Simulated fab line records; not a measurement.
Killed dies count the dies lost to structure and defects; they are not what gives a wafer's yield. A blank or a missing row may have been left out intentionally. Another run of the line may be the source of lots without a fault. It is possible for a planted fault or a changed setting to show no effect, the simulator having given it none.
Matching of chambers + flow n5_finfet + rie_diel-02 running N5_HKMG_FIN_ETCH_54: 4 sister chambers
The step etches SiARC in CF4, target depth 45.5 nm, time 75.8 s. 22 wafers are shown with their chamber, then 11 later ones without.

WAFERS PAIRED WITH THEIR CHAMBERS
| wafer  | chamber | showerhead_plenum_p_Torr (Torr) | drypump_motor_current_A (A) | throttle_valve_pct (%) |
|--------|---------|---------------------------------|-----------------------------|------------------------|
| L077.3 | 0       | 1.98                            | 6.3                         | 15.62                  |
| L077.5 | 2       | 2.12                            | 5.7                         | 15.85                  |
| L077.6 | 3       | 2.09                            | 5.9                         | 15.50                  |
| L080.1 | 0       | 1.98                            | 6.4                         | 15.63                  |
| L080.3 | 3       | 2.09                            | 6.0                         | 15.51                  |
| L080.5 | 1       | 2.23                            | 5.4                         | 15.48                  |
| L085.1 | 3       | 2.08                            | 6.0                         | 15.53                  |
| L085.2 | 1       | 2.23                            | 5.4                         | 15.47                  |
| L085.3 | 0       | 1.97                            | 6.4                         | 15.66                  |
| L085.4 | 2       | 2.11                            | 5.8                         | 15.91                  |
| L085.5 | 0       | 1.97                            | 6.3                         | 15.67                  |
| L085.6 | 3       | 2.08                            | 6.0                         | 15.53                  |
| L089.1 | 3       | 2.08                            | 5.9                         | 15.56                  |
| L089.2 | 1       | 2.22                            | 5.4                         | 15.50                  |
| L089.3 | 0       | 1.97                            | 6.3                         | 15.66                  |
| L089.4 | 2       | 2.11                            | 5.8                         | 15.90                  |
| L089.5 | 1       | 2.22                            | 5.4                         | 15.50                  |
| L089.6 | 2       | 2.11                            | 5.8                         | 15.92                  |
| L091.1 | 2       | 2.11                            | 5.8                         | 15.93                  |
| L091.2 | 1       | 2.22                            | 5.4                         | 15.49                  |
| L091.3 | 0       | 1.97                            | 6.3                         | 15.68                  |
| L091.4 | 3       | 2.08                            | 5.9                         | 15.56                  |

SIGNATURES, as means of the wafers listed above
| reading                  | chamber 0 | chamber 1 | chamber 2 | chamber 3 | scatter within a chamber |
|--------------------------|-----------|-----------|-----------|-----------|--------------------------|
| showerhead_plenum_p_Torr | 1.9733    | 2.2240    | 2.1120    | 2.0833    | 0.00509                  |
| drypump_motor_current_A  | 6.333     | 5.400     | 5.780     | 5.950     | 0.0449                   |
| throttle_valve_pct       | 15.6533   | 15.4880   | 15.9020   | 15.5317   | 0.024                    |
Rule: for each reading, subtract the chamber's mean from the wafer's reading, divide by that reading's scatter and square the result; add these up over the readings and take the root, which gives the wafer's distance from the chamber. If the next closest chamber is less than 2 further off than the closest, the wafer can't be placed; otherwise it belongs to the closest. The scatter is the square root of a quotient: the sum, over the shown wafers, of each reading's squared deviation from its chamber's mean, divided by wafers minus chambers.

WAFERS MISSING THEIR CHAMBER
| wafer  | showerhead_plenum_p_Torr (Torr) | drypump_motor_current_A (A) | throttle_valve_pct (%) |
|--------|---------------------------------|-----------------------------|------------------------|
| L091.5 | 2.22                            | 5.4                         | 15.50                  |
| L091.6 | 1.97                            | 6.4                         | 15.68                  |
| L093.1 | 2.08                            | 5.9                         | 15.57                  |
| L093.4 | 2.11                            | 5.8                         | 15.91                  |
| L093.5 | 2.22                            | 5.4                         | 15.51                  |
| L095.1 | 2.08                            | 6.0                         | 15.59                  |
| L095.2 | 1.97                            | 6.3                         | 15.69                  |
| L095.4 | 1.97                            | 6.3                         | 15.70                  |
| L096.2 | 2.07                            | 6.0                         | 15.60                  |
| L096.3 | 1.96                            | 6.3                         | 15.71                  |
| L096.5 | 1.96                            | 6.3                         | 15.72                  |

WHICH CHAMBER EACH WENT THROUGH
| wafer  | from the rows above | in truth |
|--------|---------------------|----------|
| L091.5 | 1                   | 1        |
| L091.6 | 0                   | 0        |
| L093.1 | 3                   | 3        |
| L093.4 | 2                   | 2        |
| L093.5 | 1                   | 1        |
| L095.1 | 3                   | 3        |
| L095.2 | 0                   | 0        |
| L095.4 | 0                   | 0        |
| L096.2 | 3                   | 3        |
| L096.3 | 0                   | 0        |
| L096.5 | 0                   | 0        |
Correct placement for 11 of the 11. Left unplaced by these rows: 0. Placed wrongly: 0.
